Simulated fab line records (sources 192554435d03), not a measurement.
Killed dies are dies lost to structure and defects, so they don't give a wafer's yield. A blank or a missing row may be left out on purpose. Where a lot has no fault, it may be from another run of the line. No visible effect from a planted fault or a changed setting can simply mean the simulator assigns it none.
Split-lot experiment    flow n5Finfet    on a route of 1938 steps: 7 lots, 39 wafers read

## THE SPLIT
At N5_FIN_SAQP_ETCH_52 (etches SOC in N2/H2, target depth 100 nm, overetch 20 nm, time 150 s), the setting sourceW was moved away from the recipe's 840 W on 12 of the 39 wafers read, by -13.0% to +12.5%. For the rest of the wafers, this setting stayed at what the recipe calls for.

The reading comes from the split's own step.

## THE READING
rfVppV, in V, at N5_FIN_SAQP_ETCH_52 (etches SOC in N2/H2, target depth 100 nm, overetch 20 nm, time 150 s). On this fab line, fault-free wafers typically give 524.4 V with a standard deviation of 2.9 V.

wafer   tool, chamber at the split  sourceW as run, W  against the recipe  rfVppV, V  against lot-mates on the recipe
L076.1  rieDiel-05, 2               840                recipe              520.1      -
L076.2  rieDiel-05, 1               911.9              +8.6%               506.9      -16.6
L076.3  rieDiel-05, 3               911.9              +8.6%               510.6      -12.9
L076.4  rieDiel-05, 0               840                recipe              529.5      -
L076.5  rieDiel-05, 2               911.9              +8.6%               507.2      -16.3
L076.6  rieDiel-05, 1               840                recipe              521.0      -
L078.1  rieDiel-04, 1               840                recipe              526.2      -
L078.2  rieDiel-04, 3               840                recipe              527.3      -
L078.3  rieDiel-04, 0               730.4              -13.0%              550.7      +23.8
L078.4  rieDiel-04, 2               730.4              -13.0%              546.2      +19.3
L078.5  rieDiel-04, 0               840                recipe              527.3      -
L078.6  rieDiel-04, 3               730.4              -13.0%              550.8      +23.9
L080.1  rieDiel-03, 1               945.3              +12.5%              505.4      -19.7
L080.2  rieDiel-03, 2               945.3              +12.5%              501.3      -23.8
L080.3  rieDiel-03, 0               945.3              +12.5%              506.0      -19.1
L080.4  rieDiel-03, 1               840                recipe              527.0      -
L080.5  rieDiel-03, 2               840                recipe              520.6      -
L080.6  rieDiel-03, 0               840                recipe              527.6      -
L086.1  rieDiel-04, 3               747.5              -11.0%              546.6      +21.5
L086.2  rieDiel-04, 0               840                recipe              526.8      -
L086.3  rieDiel-04, 1               840                recipe              527.1      -
L086.4  rieDiel-04, 2               840                recipe              521.5      -
L086.5  rieDiel-04, 0               747.5              -11.0%              547.4      +22.3
L086.6  rieDiel-04, 3               747.5              -11.0%              548.2      +23.1
L089.3  rieDiel-03, 2               840                recipe              520.3      -
L089.4  rieDiel-03, 2               840                recipe              520.3      -
L089.6  rieDiel-03, 1               840                recipe              527.4      -
L095.1  rieDiel-03, 3               840                recipe              522.0      -
L095.2  rieDiel-03, 2               840                recipe              520.9      -
L095.3  rieDiel-03, 0               840                recipe              526.0      -
L095.4  rieDiel-03, 1               840                recipe              524.6      -
L095.5  rieDiel-03, 2               840                recipe              518.3      -
L095.6  rieDiel-03, 1               840                recipe              524.9      -
L096.1  rieDiel-05, 1               840                recipe              522.4      -
L096.2  rieDiel-05, 0               840                recipe              528.9      -
L096.3  rieDiel-05, 2               840                recipe              527.6      -
L096.4  rieDiel-05, 3               840                recipe              523.0      -
L096.5  rieDiel-05, 0               840                recipe              527.5      -
L096.6  rieDiel-05, 1               840                recipe              520.0      -

THE FIT
A straight line over all 39 wafers: rfVppV changes by -1.85 V for each +1% of sourceW; r = -0.97; the points scatter about the line by 3.2 V.
The same after taking each lot's own level away (the mean of its wafers on the recipe; 39 wafers): -1.78 V for each +1%; r = -0.97; scatter 2.9 V.
That fit puts the effect of the largest move of sourceW on the reading at 23 V.
Measured against the standard deviation above, the lots' own levels, which go from 522.67 to 526.93 V, span 1.5 times it.
Hence the lot-to-lot level has little effect on the slope; both slopes agree.
Check: with one of the wafers moved furthest among these (-13.0%) left out of the fit, the line predicts +23.4 V for it against its lot-mates. Against them it came out at +23.8 V.
Tool readings at the split's step, against how far the setting was moved: rfVppV r = -0.97.

## FURTHER SPLITS ON THESE WAFERS
Other splits were also applied to these wafers ahead of the reading. Each is held against what the fit with the lots' levels taken away leaves over:
other split on the same wafers    wafers away from the commonest value  r with rfVppV (lot level and that fit taken away)
N5_WELL_APT_IMPLANT_31 energyKev  18                                    +0.11

## FILE'S OWN FIT
rfVppV changes by -1.78 V for each +1% of sourceW, r = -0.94.
